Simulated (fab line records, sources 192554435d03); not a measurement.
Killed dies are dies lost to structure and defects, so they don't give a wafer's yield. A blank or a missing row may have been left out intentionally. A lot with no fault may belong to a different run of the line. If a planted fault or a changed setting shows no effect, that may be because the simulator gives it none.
fab line records ; flow n5Finfet ; part 2 of 2: steps 16 to 20 of 20
record: lots: 5; wafers: 15; lastDay: 18
route steps=1938 shown FIN_SAQP@120
lots that met no fault: from a run of the same line without faults
startH: the number of hours between the record's first day and the start of the first shown wafer of the lot ; waitH: hours from the lot's prior step to this one ; " the same as in the row above ; L1.1+2: a single row standing in for several wafers ; - no value present, or no start provided ; * or withheld: withheld ; < > ~ a bound
route shown NAME@n: a module of which the file shows steps, and the number in the route of the first ; usual: average and standard deviation across the fault-free wafers ; same: alike in all rows ; chamber/n: place in a boat ; sites: the reading at each site ; _std_site: how widely they spread, as a standard deviation ; _edge_site: outer sites' mean less inner sites' ; radiusMm: for every site, how far away it sits from the centre of the wafer ; mask NAME#n: copy n ; behind: the most recent tool/chamber to have shaped the wafer ; hold: why the lot went on hold/how many hours it stayed there/how the hold came to an end ; device: the n, p or np transistor that did not switch ; end of line: at the end of the route, the tests of the same wafers ; step lacking rows: just its recipe ; killed: dies lost to structure and defects at the first sort, not the wafer's yield ; map: a wafer's dies, x killed, . not, _ none there
set.NAME: the setting that was run; set.NAME@STEP: the one run at that earlier step ; model.NAME: the simulator's own value behind a step, which no gauge read
certain route steps with their lots: each step a table, each wafer a row
services: from which hour (startH, from the record's first day; less than 0 if before it) a tool's chamber was out of use, for how many hours, and why
== steps ==
step: N5_FIN_SAQP_ETCH_67
recipe: chemistry: CH3F/O2; target: SiNx; targetDepthA: 300; maskMaterial: SOC; pressureMtorr: 30; sourceW: 395; biasW: 73; Ar_flow_sccm: 150; CH3F_flow_sccm: 30; O2_flow_sccm: 20; ionEnergyEv: 120
usual: drypumpMotorCurrentA: 5.7/0.47; mfcArSccm: 150.0/0.44; oesProductAu: 0.76/0.086; rfFwdPowerW: 391.1/1.8; rfVppV: 296/5.1; showerheadPlenumPTorr: 2.00/0.052; throttleValvePct: 16.41/0.17
lot.wafer;tool;chamber;startH;waitH;drypumpMotorCurrentA;mfcArSccm;oesProductAu;rfFwdPowerW;rfHoursCounterH;rfVppV;showerheadPlenumPTorr;throttleValvePct
L074.1;rieDiel-02;3;25.46;0.0;6.4;150.6;0.69;392.5;218;293;1.88;16.55
L074.2;rieDiel-02;0;25.46;0.0;5.2;149.4;0.72;394.3;173;293;2.07;16.58
L074.4;rieDiel-02;3;25.46;0.0;6.4;149.9;0.69;393.2;-;294;1.88;16.54
L079.2;rieDiel-05;2;55.59;0.0;5.5;149.9;0.70;390.8;179;299;2.00;16.36
L079.4;rieDiel-05;2;55.59;0.0;5.5;149.9;0.71;390.4;-;300;2.00;16.35
L079.5;rieDiel-05;1;55.59;0.0;5.4;150.2;0.78;390.2;-;293;1.99;16.45
L085.2;rieDiel-02;1;93.73;0.0;5.0;149.2;0.71;391.0;196;295;1.99;16.44
L085.4;rieDiel-02;2;93.73;0.0;5.8;149.9;0.90;393.5;19;289;2.03;16.19
L085.5;rieDiel-02;2;93.73;0.0;5.8;150.3;0.90;393.5;-;289;2.03;16.19
L089.2;rieDiel-02;3;114.34;0.0;6.4;149.9;0.67;392.1;253;293;1.87;16.61
L089.4;rieDiel-02;0;114.34;0.0;5.1;149.8;0.71;392.5;-;292;2.06;16.63
L089.5;rieDiel-02;1;114.34;0.0;5.0;149.7;0.70;392.4;-;294;1.99;16.46
L095.2;rieDiel-06;0;150.13;0.0;5.8;150.4;0.91;389.4;25;301;2.03;16.17
L095.3;rieDiel-06;3;150.13;0.0;5.8;150.4;0.73;392.8;166;290;1.99;16.41
L095.5;rieDiel-06;0;150.13;0.0;5.8;150.7;0.90;389.7;-;302;2.03;16.17
step: N5_FIN_SAQP_STRIP_70
recipe: chemistry: N2/H2; powerW: 500; tempC: 40; pressureMtorr: 50; rfFrequencyHz: 6e+07; overashFraction: 0.3; biasPowerW: 28; h2Frac: 0.5; n2FlowSccm: 300; h2FlowSccm: 300
usual: drypumpMotorCurrentA: 5.7/0.47; oesProductAu: 0.77/0.085; rfFwdPowerW: 494.6/2.4; rfVppV: 122.0/0.88; showerheadPlenumPTorr: 3.36/0.089; throttleValvePct: 18.92/0.22
lot.wafer;tool;chamber;startH;waitH;drypumpMotorCurrentA;oesProductAu;rfFwdPowerW;rfHoursCounterH;rfVppV;showerheadPlenumPTorr;throttleValvePct
L074.1;rieDiel-02;3;25.50;0.0;6.4;0.70;495.2;218;121.9;3.16;18.50
L074.2;rieDiel-02;0;25.50;0.0;5.2;0.73;496.3;173;122.5;3.47;19.12
L074.4;rieDiel-02;3;25.50;0.0;6.4;0.71;494.1;-;120.5;3.16;18.50
L079.2;rieDiel-05;2;55.63;0.0;5.5;0.71;494.0;179;120.6;3.35;18.81
L079.4;rieDiel-05;2;55.63;0.0;5.5;0.71;492.4;-;122.1;3.35;18.82
L079.5;rieDiel-05;1;55.63;0.0;5.4;0.78;496.5;-;120.7;3.37;18.94
L085.2;rieDiel-02;1;93.77;0.0;5.0;0.72;495.1;196;122.2;3.32;18.93
L085.4;rieDiel-02;2;93.77;0.0;5.8;0.91;494.8;19;121.1;3.42;18.90
L085.5;rieDiel-02;2;93.77;0.0;5.8;0.91;495.4;-;121.3;3.42;18.92
L089.2;rieDiel-02;3;114.38;0.0;6.3;0.68;495.7;253;120.4;3.14;18.56
L089.4;rieDiel-02;0;114.38;0.0;5.2;0.71;497.1;-;121.9;3.45;19.17
L089.5;rieDiel-02;1;114.38;0.0;5.0;0.72;496.0;-;121.7;3.32;18.94
L095.2;rieDiel-06;0;150.17;0.0;5.8;0.92;492.5;25;123.2;3.41;19.19
L095.3;rieDiel-06;3;150.17;0.0;5.8;0.73;497.7;166;120.2;3.33;18.72
L095.5;rieDiel-06;0;150.17;0.0;5.8;0.91;492.9;-;122.0;3.41;19.17
step: N5_FIN_SAQP_RECESS_71
recipe: chemistry: HF/NH3; target: SiO2; targetDepthA: 30; afsCycles: 1; tempC: 30; sublimationTempC: 180; sublimationTimeS: 60
usual: drypumpMotorCurrentA: 5.6/0.51
lot.wafer;tool;chamber;startH;waitH;drypumpMotorCurrentA
L074.1;vaporEtch-01;0;25.56;0.0;5.0
L074.2;vaporEtch-01;1;25.56;0.0;5.9
L074.4;vaporEtch-01;0;25.56;0.0;5.0
L079.2;vaporEtch-01;0;55.69;0.0;5.0
L079.4;vaporEtch-01;0;55.69;0.0;5.0
L079.5;vaporEtch-01;1;55.69;0.0;5.9
L085.2;vaporEtch-01;1;93.83;0.0;5.9
L085.4;vaporEtch-01;0;93.83;0.0;5.0
L085.5;vaporEtch-01;1;93.83;0.0;5.9
L089.2;vaporEtch-01;0;114.44;0.0;5.0
L089.4;vaporEtch-01;1;114.44;0.0;5.9
L089.5;vaporEtch-01;1;114.44;0.0;5.9
L095.2;vaporEtch-01;1;150.34;0.2;5.9
L095.3;vaporEtch-01;1;150.34;0.2;5.9
L095.5;vaporEtch-01;1;150.34;0.2;5.9
step: N5_FIN_SAQP_SPACER2_ALD_28
recipe: material: SiO2; targetThkA: 81; tempC: 300; aldPrecursorFamily: BDEAS; aldCoReactant: O2-plasma; pulseTimeS: 1; purgeTimeS: 2; coReactantPurgeTimeS: 2; pressureTorr: 2
usual: chamberPressureTorr: 1.999/0.0046; heaterPowerOuterW: 271/27; heaterPowerW: 479/37; precursorPulseHeightRel: 1.002/0.018
same: pulseTimeS: 1
lot.wafer;tool;chamber;startH;waitH;chamberPressureTorr;heaterPowerOuterW;heaterPowerW;precursorPulseHeightRel
L074.1;aldSin-04;1;25.71;0.1;2.002;233;435;1.021
L074.2;aldSin-04;3;25.71;0.1;2.000;256;462;1.026
L074.4;aldSin-04;0;25.71;0.1;2.002;319;539;0.995
L079.2;aldSin-04;0;55.83;0.1;1.995;316;535;1.011
L079.4;aldSin-04;3;55.83;0.1;2.001;263;471;0.994
L079.5;aldSin-04;2;55.83;0.1;2.003;260;477;0.984
L085.2;aldSin-02;1;94.14;0.3;1.998;305;528;0.979
L085.4;aldSin-02;2;94.14;0.3;1.996;313;552;1.027
L085.5;aldSin-02;0;94.14;0.3;2.000;250;440;1.030
L089.2;aldSin-04;2;114.59;0.1;1.996;246;458;1.000
L089.4;aldSin-04;0;114.59;0.1;2.004;298;510;1.036
L089.5;aldSin-04;3;114.59;0.1;1.994;247;435;1.003
L095.2;aldSin-01;2;151.20;0.8;1.993;268;470;0.972
L095.3;aldSin-01;3;151.20;0.8;2.001;257;491;1.005
L095.5;aldSin-01;2;151.20;0.8;1.993;272;476;0.977
step: N5_FIN_SAQP_SPACER2_ETCHBACK_29
recipe: chemistry: CHF3/O2; mode: anisotropicEtchback; target: SiO2; targetDepthA: 122; timeS: 6.1; pressureMtorr: 30; sourceW: 650; biasW: 170; Ar_flow_sccm: 200; CHF3_flow_sccm: 50; O2_flow_sccm: 5; ionEnergyEv: 200
usual: drypumpMotorCurrentA: 5.6/0.46; mfcArSccm: 200.0/0.59; oesProductAu: 0.78/0.093; rfFwdPowerW: 645.8/2.6; rfVppV: 520/8.1; showerheadPlenumPTorr: 2.42/0.057; throttleValvePct: 18.93/0.17
same: timeS: 6.1
lot.wafer;tool;chamber;startH;waitH;drypumpMotorCurrentA;mfcArSccm;oesProductAu;rfFwdPowerW;rfHoursCounterH;rfVppV;showerheadPlenumPTorr;throttleValvePct
L074.1;rieDiel-02;0;26.03;0.2;5.2;198.8;0.73;643.3;174;516;2.49;19.12
L074.2;rieDiel-02;3;26.03;0.2;6.4;200.1;0.70;642.1;218;519;2.27;19.08
L074.4;rieDiel-02;3;26.03;0.2;6.4;199.3;0.70;644.0;-;518;2.27;19.08
L079.2;rieDiel-05;2;56.30;0.3;5.5;200.0;0.71;648.6;180;528;2.41;18.88
L079.4;rieDiel-05;0;56.30;0.3;6.2;199.7;0.74;642.2;-;528;2.41;19.04
L079.5;rieDiel-05;2;56.30;0.3;5.5;200.1;0.72;646.7;-;528;2.41;18.89
L085.2;rieDiel-02;1;94.46;0.2;5.0;199.9;0.71;642.4;196;520;2.40;19.00
L085.4;rieDiel-02;3;94.46;0.2;6.4;200.7;0.67;645.6;243;519;2.26;19.11
L085.5;rieDiel-02;1;94.46;0.2;5.0;200.0;0.71;646.5;-;519;2.40;19.00
L089.2;rieDiel-02;2;114.91;0.2;5.8;199.6;0.89;647.2;22;511;2.45;18.72
L089.4;rieDiel-02;0;114.91;0.2;5.2;199.8;0.70;646.9;-;518;2.48;19.20
L089.5;rieDiel-02;2;114.91;0.2;5.8;199.6;0.90;651.2;-;509;2.45;18.73
L095.2;rieDiel-05;2;151.53;0.2;5.5;199.4;0.69;648.0;210;526;2.40;18.92
L095.3;rieDiel-05;0;151.53;0.2;6.3;199.8;0.72;646.9;160;527;2.40;19.08
L095.5;rieDiel-05;1;151.53;0.2;5.4;199.7;0.75;643.0;-;518;2.39;19.07
== services ==
tool;chamber;startH;hours;kind
rieSi-01;3;-0.36;3.6;repair
rieDiel-06;1;5.05;7.9;repair
aldSin-04;2;10.11;10.6;repair
rieDiel-05;3;16.40;6.7;repair
rieDiel-06;3;18.20;6.7;repair
vaporEtch-01;-;51.00;0.1;repair
rieDiel-05;-;61.93;2.8;pm
aldSin-04;1;65.57;9.8;repair
rieDiel-05;3;66.19;7.2;repair
rieDiel-06;0;67.14;4.2;repair
rieSi-02;3;67.58;13.5;repair
aldSin-04;-;85.55;14.0;pm
rieSi-02;-;88.26;0.2;repair
rieDiel-02;2;98.10;16.2;repair
vaporEtch-01;-;100.16;4.0;pm
aldSin-02;-;106.72;1.6;repair
rieSi-02;2;108.47;4.5;repair
rieSi-04;0;109.72;2.6;repair
rieDiel-05;3;118.81;5.5;repair
rieSi-04;1;124.00;9.2;repair
rieSi-04;2;126.55;4.9;repair
rieSi-04;-;137.41;2.8;pm
rieSi-02;-;147.81;6.2;repair
rieSi-04;3;149.84;37.9;repair
